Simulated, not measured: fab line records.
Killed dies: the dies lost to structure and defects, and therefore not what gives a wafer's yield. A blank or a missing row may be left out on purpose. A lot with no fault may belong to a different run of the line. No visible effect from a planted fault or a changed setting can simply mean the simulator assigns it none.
Chamber matching :: flow nandHarc :: NHARC_A_BONDPAD_CMP_29 on cmp-01 has 4 sister chambers
The step polishes SiCN, target thk 200 nm. 16 wafers are shown with their chamber, then 8 later ones without.

== WAFERS, EACH WITH ITS CHAMBER ==
wafer: L076.3
chamber: 3
motorCurrentA (A): 11.5

wafer: L076.4
chamber: 2
motorCurrentA (A): 12.0

wafer: L076.5
chamber: 0
motorCurrentA (A): 11.2

wafer: L075.2
chamber: 1
motorCurrentA (A): 12.0

wafer: L075.4
chamber: 3
motorCurrentA (A): 12.4

wafer: L075.5
chamber: 1
motorCurrentA (A): 11.7

wafer: L078.1
chamber: 1
motorCurrentA (A): 11.7

wafer: L078.2
chamber: 0
motorCurrentA (A): 10.1

wafer: L078.5
chamber: 3
motorCurrentA (A): 12.2

wafer: L084.2
chamber: 2
motorCurrentA (A): 12.3

wafer: L084.4
chamber: 3
motorCurrentA (A): 11.6

wafer: L084.6
chamber: 3
motorCurrentA (A): 12.1

wafer: L086.3
chamber: 1
motorCurrentA (A): 11.5

wafer: L086.4
chamber: 0
motorCurrentA (A): 10.9

wafer: L086.6
chamber: 1
motorCurrentA (A): 12.1

wafer: L088.1
chamber: 3
motorCurrentA (A): 12.4

SIGNATURES (averages over the wafers above)
reading: motorCurrentA
chamber 0: 10.733
chamber 1: 11.800
chamber 2: 12.150
chamber 3: 12.033
scatter within a chamber: 0.377
Rule: for a wafer and a chamber, the distance is found by dividing, reading by reading, the gap between the wafer's reading and the chamber's mean by the reading's scatter, squaring, summing and taking the root. If the next closest chamber is less than 2 further off than the closest, the wafer can't be placed; otherwise it belongs to the closest. The scatter: take each reading less its chamber's mean, square it, sum over the shown wafers, divide by the number of wafers less the number of chambers, and take the root.

== WAFERS WHOSE CHAMBER IS MISSING ==
wafer: L088.4
motorCurrentA (A): 12.0

wafer: L088.5
motorCurrentA (A): 10.9

wafer: L091.2
motorCurrentA (A): 10.9

wafer: L091.3
motorCurrentA (A): 11.0

wafer: L091.6
motorCurrentA (A): 11.6

wafer: L094.1
motorCurrentA (A): 12.0

wafer: L094.2
motorCurrentA (A): 10.6

wafer: L094.5
motorCurrentA (A): 12.8

== THE CHAMBER EACH PASSED THROUGH ==
wafer: L088.4
from the rows above: can't be placed: 3 or 2 or 1
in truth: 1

wafer: L088.5
from the rows above: can't be placed: 0 or 1
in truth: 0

wafer: L091.2
from the rows above: can't be placed: 0 or 1
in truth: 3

wafer: L091.3
from the rows above: can't be placed: 0 or 1
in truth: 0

wafer: L091.6
from the rows above: can't be placed: 1 or 3 or 2 or 0
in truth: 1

wafer: L094.1
from the rows above: can't be placed: 3 or 2 or 1
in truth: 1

wafer: L094.2
from the rows above: 0
in truth: 0

wafer: L094.5
from the rows above: can't be placed: 2 or 3 or 1
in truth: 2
Correct placement for 1 of the 8. Unplaceable from these rows: 7, with the true chamber sitting among the candidates in 6. Placed wrongly: 0.
